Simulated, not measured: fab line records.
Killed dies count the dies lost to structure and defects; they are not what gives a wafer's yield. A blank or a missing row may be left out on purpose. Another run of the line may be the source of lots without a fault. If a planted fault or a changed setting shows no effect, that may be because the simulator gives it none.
Problem report, 8D (eight disciplines) form, completed by code ; flow n5-finfet ; the parts of the form that need people (team, actions taken, sign-off) are left out

1. WHAT WENT WRONG
killed_at_M4_up at N5_PASSIVATION_PROBE_49 reads a mean of 65 on 1 wafer of 1 lot; wafers without a fault read 13 with a standard deviation of 5.1. Relative to the usual mean, that is a shift of +10 standard deviations.
First observed at day 14 03:45: wafer L535.2, on prober-01. The record holds 3 wafers of 1 lot with a number at this step. Rule for "out", or "out of limits": more than 4 standard deviations from the usual mean. All remaining wafers that have a number are taken as sound.

2. WHAT THIS IS AND IS NOT
question;is;is not
which readings at this step;killed_at_M4_up, defect-limited-yield, killed-dies, killed-on-rim, sort-n-pass, sort-yield-pct;killed_at_M0_to_M3, killed-at-contacts, killed-at-other, killed-open, killed-short
which lots;L535;-
which wafers of those lots;L535.2;L535.5, L535.6
read on which tools;prober-01;-
when;from day 14 03:45;"up to then (0 sound wafers); but 2 sound wafers of L535 came after"

3. SUSPECTS, AND WHAT RULES EACH OUT
Counting: if a tool at a process step up to the reading ran every lot that is out, it stays a suspect. Sound lots after the first of them don't rule it out here, since some wafers of a struck lot are sound.
- pvd-sputter-02 at N5_BEOL_M6_SPUTTER_48 (material Cu, target thk 10 nm, time 1.667 s): kept. It ran the lot that is out, L535 (day 10 13:21).
- rie-diel-02 at N5_MIM_BOT_ETCH_ETCH_04 (etches SiNx in CF4/O2, target depth 26 nm, time 13 s): kept. It ran the lot that is out, L535 (day 13 17:47).
- pecvd-02 at N5_PASSIVATION_PECVD_55 (deposits SiO2 from SiH4/N2O, target thk 400 nm, time 22.5 s): kept. It ran the lot that is out, L535 (day 13 18:36).
- rie-diel-06 at N5_PASSIVATION_VIA_ETCH_13 (etches SiO2 in CHF3/O2, target depth 660 nm, time 330 s): kept. It ran the lot that is out, L535 (day 13 19:40).
- prober-01 at N5_PASSIVATION_PROBE_49: kept. It ran the lot that is out, L535 (day 14 03:45). On those wafers its own readings are out: defect-limited-yield, killed_at_M4_up, killed-dies, killed-on-rim, sort-n-pass, sort-yield-pct.
- Within rie-diel-02 at N5_MIM_BOT_ETCH_ETCH_04: the wafers that are out ran in chamber 2; their sound lot-mates ran in chambers 0, 1.
- Within pecvd-02 at N5_PASSIVATION_PECVD_55: the wafers that are out ran in chamber 1; their sound lot-mates ran in chambers 0, 2.
Left after counting: pvd-sputter-02 at N5_BEOL_M6_SPUTTER_48, rie-diel-02 at N5_MIM_BOT_ETCH_ETCH_04, pecvd-02 at N5_PASSIVATION_PECVD_55, rie-diel-06 at N5_PASSIVATION_VIA_ETCH_13, prober-01 at N5_PASSIVATION_PROBE_49.

4. THE CAUSE (what the simulator had put in)
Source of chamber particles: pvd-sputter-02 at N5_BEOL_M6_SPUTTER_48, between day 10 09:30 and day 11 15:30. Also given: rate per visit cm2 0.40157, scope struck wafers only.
After counting, 5 suspects remain, this tool included.

5. SEQUENCE OF EFFECTS, ordered by route
Rows list readings where the struck wafers' mean (over those with a number) sits beyond 3 standard deviations from the usual. Only readings whose record carries a usual standard deviation are examined. hours: median over the lots of the time between each lot's start at the first step of this table that gives one and its start at this step. sigmas: the change, counted in usual standard deviations.
hours;step;reading;usual;on struck wafers;change;sigmas
0;N5_PASSIVATION_PROBE_49;defect-limited-yield;91.2 %;84.8;-6.4;-4.6
0;N5_PASSIVATION_PROBE_49;killed_at_M4_up;13;65;+52;+10
0;N5_PASSIVATION_PROBE_49;killed-dies;104;179;+75;+4.7
0;N5_PASSIVATION_PROBE_49;killed-on-rim;14;37;+23;+5.9
0;N5_PASSIVATION_PROBE_49;sort_bin_5_function;5.1 %;8.6;+3.5;+3.8
0;N5_PASSIVATION_PROBE_49;sort-n-pass;1076;1001;-75;-4.7
0;N5_PASSIVATION_PROBE_49;sort-yield-pct;91.2 %;84.8;-6.4;-4.6
The process steps in it:
- N5_PASSIVATION_PROBE_49

6. HOW IT WOULD HAVE BEEN CAUGHT EARLIER
In this record the first reading out of limits was taken at day 14 03:45, 90 hours after the fault began at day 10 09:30.
An alarm limit of 4 standard deviations would not have fired on the tool readings at N5_BEOL_M6_SPUTTER_48 for which the record gives a usual standard deviation, since none of them was out on any struck wafer.
Each of the lots that are out, 1 in all, had begun N5_BEOL_M6_SPUTTER_48 on pvd-sputter-02 no later than day 14 03:45. Had the tool been put on hold then, not one of them would have been saved.
